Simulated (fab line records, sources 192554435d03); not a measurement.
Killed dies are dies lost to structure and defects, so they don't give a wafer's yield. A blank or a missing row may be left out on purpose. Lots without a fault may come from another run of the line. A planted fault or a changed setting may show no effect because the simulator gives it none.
Split-lot experiment | flow n5_finfet | 7 lots, 21 wafers read, on a route of 1938 steps

THE SPLIT
At N5_BEOL_M1_PECVD_72 (deposits SiO2 from TEOS/O2, target thk 16 nm, time 18 s), the setting time_s was moved away from the recipe's 18 s on 8 of the 21 wafers read, by -13.7% to +9.7%. The other wafers ran this setting at the recipe's value.

The reading is taken at the split's own step.

THE READING
SiO2_of_BEOL_M1_PECVD_72.thk_nm (the simulator's own value, which no gauge read), in nm, at N5_BEOL_M1_PECVD_72 (deposits SiO2 from TEOS/O2, target thk 16 nm, time 18 s). The file gives no usual value for it. The 13 wafers here that ran the recipe average 15.9 nm, standard deviation 0.22 nm.

wafer  | tool, chamber at the split | time_s as run, s | against the recipe | SiO2_of_BEOL_M1_PECVD_72.thk_nm, nm | against lot-mates on the recipe
L077.1 | pecvd-03, 0                | 18               | recipe             | 15.6                                | -
L077.2 | pecvd-03, 2                | 16.47            | -8.5%              | 14.4                                | -1.3
L077.4 | pecvd-03, 1                | 18               | recipe             | 15.8                                | -
L082.1 | pecvd-02, 2                | 19.75            | +9.7%              | 17.4                                | +1.4
L082.4 | pecvd-02, 1                | 18               | recipe             | 16                                  | -
L082.5 | pecvd-02, 2                | 19.75            | +9.7%              | 17.6                                | +1.6
L085.1 | pecvd-03, 0                | 15.53            | -13.7%             | 13.6                                | -2.3
L085.3 | pecvd-03, 1                | 18               | recipe             | 15.8                                | -
L085.4 | pecvd-03, 0                | 18               | recipe             | 16                                  | -
L086.2 | pecvd-03, 1,2              | 18               | recipe             | 16                                  | -
L086.5 | pecvd-03, 1,2              | 18               | recipe             | 16                                  | -
L086.6 | pecvd-03, 0                | 18               | recipe             | 16.4                                | -
L089.1 | pecvd-03, 0                | 18               | recipe             | 15.6                                | -
L089.3 | pecvd-03, 0                | 18               | recipe             | 15.8                                | -
L089.4 | pecvd-03, 0                | 18               | recipe             | 15.8                                | -
L092.2 | pecvd-02, 1                | 16.55            | -8.1%              | 14.6                                | -1.2
L092.4 | pecvd-02, 2                | 16.55            | -8.1%              | 14.8                                | -1.0
L092.6 | pecvd-02, 0                | 18               | recipe             | 15.8                                | -
L094.3 | pecvd-02, 2                | 15.53            | -13.7%             | 13.8                                | -2.4
L094.5 | pecvd-02, 2                | 15.53            | -13.7%             | 14                                  | -2.2
L094.6 | pecvd-02, 0                | 18               | recipe             | 16.2                                | -
Where a row lists several chambers, the file gives one row for several wafers and doesn't say which wafer went through which chamber.

THE FIT
A straight line over all 21 wafers: SiO2_of_BEOL_M1_PECVD_72.thk_nm changes by +0.157 nm for each +1% of time_s; r = +0.98; the points scatter about the line by 0.2 nm.
The same after taking each lot's own level away (the mean of its wafers on the recipe; 21 wafers): +0.16 nm for each +1%; r = +0.99; scatter 0.14 nm.
On that fit, the largest move of time_s shifts the reading by 2.2 nm.
The lots' own levels span 15.70 to 16.20 nm, that is 2.3 times the standard deviation above.
So the lot-to-lot level changes the slope little: the two slopes agree.
Check: with one of the wafers moved furthest among these (-13.7%) left out of the fit, the line predicts -2.16 nm for it against its lot-mates. It came out at -2.3 nm against them.

OTHER SPLITS ON THESE WAFERS
These wafers also went through other splits before the reading. Each is held against what the fit with the lots' levels taken away leaves over:
other split on the same wafers               | wafers away from the commonest value | r with SiO2_of_BEOL_M1_PECVD_72.thk_nm (lot level and that fit taken away)
N5_HKMG_FIN_ETCH_58 source_w                 | 6                                    | +0.00
N5_GATE_CUT_COAT_27 spin_rpm                 | 5                                    | -0.03
N5_GATE_CUT_EXPOSE_10 dose_mj                | 6                                    | +0.19
N5_MOL_CONTACT_COAG_CONTACT_ETCH_14 source_w | 9                                    | +0.14
N5_MOL_CONTACT_COAG_ETCH_91 source_w         | 7                                    | -0.26
N5_BEOL_M0_SAQP_PECVD_04 time_s              | 8                                    | -0.07
N5_BEOL_M0_DEP_125 time_s                    | 9                                    | -0.20

THE FILE'S OWN FIT
SiO2_of_BEOL_M1_PECVD_72.thk_nm changes by +0.16 nm for each +1% of time_s, r = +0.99.
